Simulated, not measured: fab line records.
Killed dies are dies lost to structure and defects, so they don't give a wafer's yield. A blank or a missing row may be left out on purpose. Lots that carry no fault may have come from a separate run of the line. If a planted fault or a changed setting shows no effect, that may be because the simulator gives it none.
Chamber matching || flow nand_harc || rie_diel-08 running NHARC_P_M0_DESCUM_14: 4 sister chambers
The step chemistry O2, time 3 s. 8 wafers are shown with their chamber, then 8 later ones without.

EACH WAFER AND ITS CHAMBER
{"wafer": "L667.5", "chamber": 2, "drypump_motor_current_A (A)": 5.28, "showerhead_plenum_p_Torr (Torr)": 2.03}
{"wafer": "L669.4", "chamber": 1, "drypump_motor_current_A (A)": 6.10, "showerhead_plenum_p_Torr (Torr)": 1.90}
{"wafer": "L672.1", "chamber": 1, "drypump_motor_current_A (A)": 6.08, "showerhead_plenum_p_Torr (Torr)": 1.89}
{"wafer": "L672.4", "chamber": 0, "drypump_motor_current_A (A)": 5.65, "showerhead_plenum_p_Torr (Torr)": 1.91}
{"wafer": "L676.5", "chamber": 2, "drypump_motor_current_A (A)": 5.27, "showerhead_plenum_p_Torr (Torr)": 2.02}
{"wafer": "L679.5", "chamber": 0, "drypump_motor_current_A (A)": 5.65, "showerhead_plenum_p_Torr (Torr)": 1.91}
{"wafer": "L679.6", "chamber": 3, "drypump_motor_current_A (A)": 5.63, "showerhead_plenum_p_Torr (Torr)": 2.03}
{"wafer": "L682.3", "chamber": 3, "drypump_motor_current_A (A)": 5.59, "showerhead_plenum_p_Torr (Torr)": 2.03}

WAFERS MISSING THEIR CHAMBER
{"wafer": "L682.4", "drypump_motor_current_A (A)": 5.62, "showerhead_plenum_p_Torr (Torr)": 1.90}
{"wafer": "L682.6", "drypump_motor_current_A (A)": 5.60, "showerhead_plenum_p_Torr (Torr)": 2.03}
{"wafer": "L684.1", "drypump_motor_current_A (A)": 5.29, "showerhead_plenum_p_Torr (Torr)": 2.02}
{"wafer": "L684.4", "drypump_motor_current_A (A)": 6.15, "showerhead_plenum_p_Torr (Torr)": 1.89}
{"wafer": "L684.6", "drypump_motor_current_A (A)": 5.55, "showerhead_plenum_p_Torr (Torr)": 2.03}
{"wafer": "L688.2", "drypump_motor_current_A (A)": 5.65, "showerhead_plenum_p_Torr (Torr)": 1.90}
{"wafer": "L688.3", "drypump_motor_current_A (A)": 5.30, "showerhead_plenum_p_Torr (Torr)": 2.02}
{"wafer": "L688.4", "drypump_motor_current_A (A)": 5.58, "showerhead_plenum_p_Torr (Torr)": 2.03}

EACH ONE'S CHAMBER
{"wafer": "L682.4", "from the rows above": 0, "in truth": 0}
{"wafer": "L682.6", "from the rows above": 3, "in truth": 3}
{"wafer": "L684.1", "from the rows above": 2, "in truth": 2}
{"wafer": "L684.4", "from the rows above": 1, "in truth": 1}
{"wafer": "L684.6", "from the rows above": 3, "in truth": 3}
{"wafer": "L688.2", "from the rows above": 0, "in truth": 0}
{"wafer": "L688.3", "from the rows above": 2, "in truth": 2}
{"wafer": "L688.4", "from the rows above": 3, "in truth": 3}
Correct placement for 8 of the 8. Number that these rows cannot place: 0. Number placed wrongly: 0.
How it was worked out, from the rows above alone: a wafer's distance from a chamber is the root of the sum, over the readings, of the square of ((its reading less the chamber's mean) divided by the reading's scatter). If the next closest chamber is less than 2 further off than the closest, the wafer can't be placed; otherwise it belongs to the closest. For every chamber, the mean is computed from those of its wafers that are shown. The scatter: the root of (the sum of the squares of (reading less its chamber's mean) over the shown wafers, divided by (wafers less chambers)).
